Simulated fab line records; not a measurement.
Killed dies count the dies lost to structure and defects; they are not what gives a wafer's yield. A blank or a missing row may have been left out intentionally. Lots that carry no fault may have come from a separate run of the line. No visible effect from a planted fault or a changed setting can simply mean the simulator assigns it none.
fab line records -- flow n5_finfet
record: lots: 7, wafers: 39
route steps=1938 shown ZERO_LAYER@4 FIN_SAQP@100 SD_EPI_N@288 HKMG_FIN@433 GATE_CUT@510 BEOL_M0_SAQP@648 BEOL_M1@818 BEOL_M3@998 BEOL_M4@1111
start_h: hours from the record's first day to the start of the lot's first wafer shown -- wait_h: time in hours since the lot's previous step -- " unchanged from the row above -- L1.1+2: several wafers, shown together as one row -- - no value, or no start given -- * or withheld: withheld -- < > ~ a bound
route shown NAME@n: a module of which the file shows steps, and the number in the route of the first -- usual: average and standard deviation across the fault-free wafers -- same: alike in all rows -- chamber/n: place in a boat -- sites: per-site readings -- _std_site: the standard deviation of these -- _edge_site: the outer-site mean with the inner-site mean subtracted -- radius_mm: how far each site lies from the wafer's centre -- mask NAME#n: copy n -- behind: the last tool/chamber to shape the wafer -- hold: what put the lot on hold/how long, in hours/how the hold closed -- device: whichever transistor did not switch (one of n, p or np) -- end of line: the route-end tests of the same wafers -- step lacking rows: just its recipe -- killed: not the wafer's yield, but the dies lost to structure and defects at the first sort -- map: a wafer's dies, marking killed ones x, the rest . and places with no die _
set.NAME: the setting as run; set.NAME@STEP: as run at that earlier step -- model.NAME: the simulator's own value behind a step, which no gauge read
lots run with intentionally changed settings; tables by step, rows by wafer
== steps ==
step: N5_ZERO_LAYER_PECVD_02
recipe: material: SiO2, target_thk_a: 100, temp_c: 400, precursor: SiH4/N2O, pressure_torr: 0.75, rf_w: 275, time_s: 6
step: N5_FIN_SAQP_PECVD_06
recipe: material: a-Si, target_thk_a: 600, temp_c: 400, precursor: SiH4/He, pressure_torr: 3, rf_w: 100, time_s: 48.1
step: N5_SD_EPI_N_EPI_21
recipe: material: Si:P, dopant: P, temp_c: 680, pressure_torr: 255, time_s: 690
step: N5_HKMG_FIN_DESCUM_17
recipe: chemistry: O2, time_s: 7.9, source_power_w: 50, bias_power_w: 20, pressure_mtorr: 20, rf_frequency_hz: 2.712e+07, temp_c: 40, resist: CAR-ArF, o2_flow_sccm: 225
step: N5_GATE_CUT_ALD_22
recipe: material: SiNx, target_thk_a: 160, temp_c: 400, ald_precursor_family: SiH2I2, ald_co_reactant: N2/H2-plasma, pulse_time_s: 1, ald_cycles: 320, purge_time_s: 2, co_reactant_purge_time_s: 2, pressure_torr: 2
step: N5_BEOL_M0_SAQP_DEVELOP_13
recipe: develop_time_s: 30, developer: TMAH, resist: CAR-ArF, dev_temp_c: 23, rinse_liquid: diw, dry: air_spin
step: N5_BEOL_M1_SPUTTER_81
recipe: material: Cu, target_thk_a: 45, temp_c: -20, chamber_pressure_pa: 0.07, power_w: withheld, time_s: 8.29
step: N5_BEOL_M3_SPUTTER_81
step: N5_BEOL_M4_RC_MEAS_101
usual: CJ_N: 4.38/0.088, REXT_N: 75.4/1.7, RS_PWELL: 3014/22, RS_SD_N: 28.4/0.35
lot.wafer,tool,chamber,start_h,wait_h,set.time_s@ZERO_LAYER_PECVD_02,set.time_s@FIN_SAQP_PECVD_06,set.epi_growth_time_s@SD_EPI_N_EPI_21,set.time_s@HKMG_FIN_DESCUM_17,set.ald_cycles@GATE_CUT_ALD_22,set.develop_time_s@BEOL_M0_SAQP_DEVELOP_13,set.target_thk_a@BEOL_M1_SPUTTER_81,set.target_thk_a@BEOL_M3_SPUTTER_81,CJ_N,REXT_N[ohm.um],RS_PWELL[ohm/sq],RS_SD_N[ohm/sq]
L081.1,prober-02,0,247.49,0.0,3.549,60.83,690,5.455,320,17.92,45,45,4.03,73.9,2942,29.2
L081.2,prober-02,0,247.49,0.0,3.549,48.1,849.7,7.9,320,17.92,45,18.73,4.03,72.2,2915,24.7
L081.3,prober-02,0,247.49,0.0,3.549,60.83,690,5.455,478,17.92,25.14,45,3.97,74.8,2932,28.9
L081.4,prober-02,0,247.49,0.0,6,48.1,849.7,5.455,320,30,25.14,18.73,4.26,73.2,2972,24.8
L081.5,prober-02,0,247.49,0.0,6,60.83,849.7,7.9,478,30,45,18.73,4.30,73.6,2997,25.0
L081.6,prober-02,0,247.49,0.0,6,48.1,690,7.9,478,30,25.14,45,4.35,75.2,3031,29.2
L086.1,prober-02,0,276.14,0.0,6,68.55,823.9,7.9,320,30,24.19,45,4.53,76.3,3025,24.9
L086.2,prober-02,0,276.14,0.0,6,48.1,690,7.9,497,16.29,45,51.93,4.40,74.6,3007,28.0
L086.3,prober-02,0,276.14,0.0,3.968,68.55,823.9,7.9,497,16.29,24.19,51.93,4.19,74.3,2972,25.2
L086.4,prober-02,0,276.14,0.0,3.968,68.55,690,7.9,320,30,45,51.93,4.34,75.7,2964,28.0
L086.5,prober-02,0,276.14,0.0,6,48.1,823.9,7.9,497,30,45,45,4.51,74.7,3020,24.5
L086.6,prober-02,0,276.14,0.0,3.968,48.1,690,7.9,320,16.29,24.19,45,4.25,75.7,2990,28.1
L090.1,prober-01,0,321.84,0.0,9.471,36.01,690,7.9,144,30,56.21,45,4.89,72.8,3085,28.2
L090.2,prober-01,0,321.84,0.0,9.471,36.01,690,9.174,144,42.65,45,30.24,4.80,73.1,3059,28.1
L090.3,prober-01,0,321.84,0.0,6,48.1,690,7.9,320,30,45,30.24,4.40,71.2,2987,28.3
L090.4,prober-01,0,321.84,0.0,9.471,48.1,690,9.174,320,30,45,45,4.81,72.7,3076,28.6
L090.5,prober-01,0,321.84,0.0,6,48.1,690,9.174,144,42.65,56.21,30.24,4.48,73.0,2976,28.2
L090.6,prober-01,0,321.84,0.0,6,36.01,690,7.9,320,42.65,56.21,45,4.51,74.0,3037,28.4
L092.1,prober-02,0,323.58,0.0,6,48.1,690,7.9,320,30,45,45,4.29,74.9,3036,28.6
L092.3,prober-02,0,323.58,0.0,6,48.1,690,7.9,320,30,45,45,4.38,73.6,3019,28.5
L092.4,prober-02,0,323.58,0.0,6,48.1,690,7.9,320,30,45,45,4.40,73.6,3041,28.5
L095.1,prober-02,0,331.96,0.0,8.074,48.1,846.8,7.9,320,23.07,56.93,45,4.62,70.8,3081,24.5
L095.2,prober-02,0,331.96,0.0,6,61.19,846.8,7.9,320,30,45,45,4.35,73.0,2998,24.8
L095.3,prober-02,0,331.96,0.0,6,48.1,690,11.46,320,30,45,45,4.38,73.9,2987,28.5
L095.4,prober-02,0,331.96,0.0,8.074,48.1,690,11.46,320,23.07,45,45,4.73,72.4,3062,27.9
L095.5,prober-02,0,331.96,0.0,8.074,61.19,690,7.9,320,30,56.93,45,4.53,73.8,3051,28.4
L095.6,prober-02,0,331.96,0.0,6,61.19,846.8,11.46,320,23.07,56.93,45,4.43,71.5,2986,24.7
L096.1,prober-01,0,348.53,0.0,6,48.1,690,12.13,320,24.37,34.84,45,4.28,78.7,3033,29.0
L096.2,prober-01,0,348.53,0.0,2.778,60.2,823.9,7.9,471,24.37,34.84,45,4.07,75.2,2954,25.5
L096.3,prober-01,0,348.53,0.0,6,60.2,823.9,12.13,471,30,34.84,27.29,4.40,75.6,3028,25.5
L096.4,prober-01,0,348.53,0.0,6,60.2,690,7.9,320,30,45,45,4.49,78.3,3036,29.1
L096.5,prober-01,0,348.53,0.0,2.778,48.1,690,7.9,471,24.37,45,27.29,4.06,77.4,2934,28.7
L096.6,prober-01,0,348.53,0.0,2.778,48.1,823.9,12.13,320,30,45,27.29,3.95,75.6,2906,25.0
L097.1,prober-01,0,349.46,0.7,6,48.1,537.2,3.817,191,41.32,45,45,4.26,82.6,3024,34.2
L097.2,prober-01,0,349.46,0.7,6.965,48.1,537.2,7.9,191,30,45,26.41,4.36,81.9,3042,33.8
L097.3,prober-01,0,349.46,0.7,6.965,48.1,537.2,7.9,320,41.32,45,26.41,4.46,82.0,3030,33.8
L097.4,prober-01,0,349.46,0.7,6,48.1,690,3.817,320,41.32,45,45,4.33,77.0,3024,28.5
L097.5,prober-01,0,349.46,0.7,6,48.1,690,7.9,320,30,45,45,4.29,75.4,3016,28.6
L097.6,prober-01,0,349.46,0.7,6.965,48.1,690,3.817,191,30,45,26.41,4.48,75.2,3049,28.1
== key ==
split: step: N5_ZERO_LAYER_PECVD_02, setting: time_s, stated_as: 6
response: step: N5_BEOL_M4_RC_MEAS_101, reading: CJ_N, slope: +0.00678, per: 1%, together_with: all, explained: 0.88
response: step: N5_BEOL_M4_RC_MEAS_101, reading: RS_PWELL, slope: +1.62, per: 1%, together_with: all, explained: 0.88
split: step: N5_FIN_SAQP_PECVD_06, setting: time_s, stated_as: 48.1
response none clear
split: step: N5_SD_EPI_N_EPI_21, setting: epi_growth_time_s, stated_as: 690
response: step: N5_BEOL_M4_RC_MEAS_101, reading: RS_SD_N, slope: -0.191, per: 1%, together_with: all, explained: 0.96
response: step: N5_BEOL_M4_RC_MEAS_101, reading: REXT_N, slope: -0.124, per: 1%, together_with: all, explained: 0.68
split: step: N5_HKMG_FIN_DESCUM_17, setting: time_s, stated_as: 7.9
response none clear
split: step: N5_GATE_CUT_ALD_22, setting: ald_cycles, stated_as: 320
response none clear
split: step: N5_BEOL_M0_SAQP_DEVELOP_13, setting: develop_time_s, stated_as: 30
response none clear
split: step: N5_BEOL_M1_SPUTTER_81, setting: target_thk_a, stated_as: 45
response none clear
split: step: N5_BEOL_M3_SPUTTER_81, setting: target_thk_a, stated_as: 45
response none clear
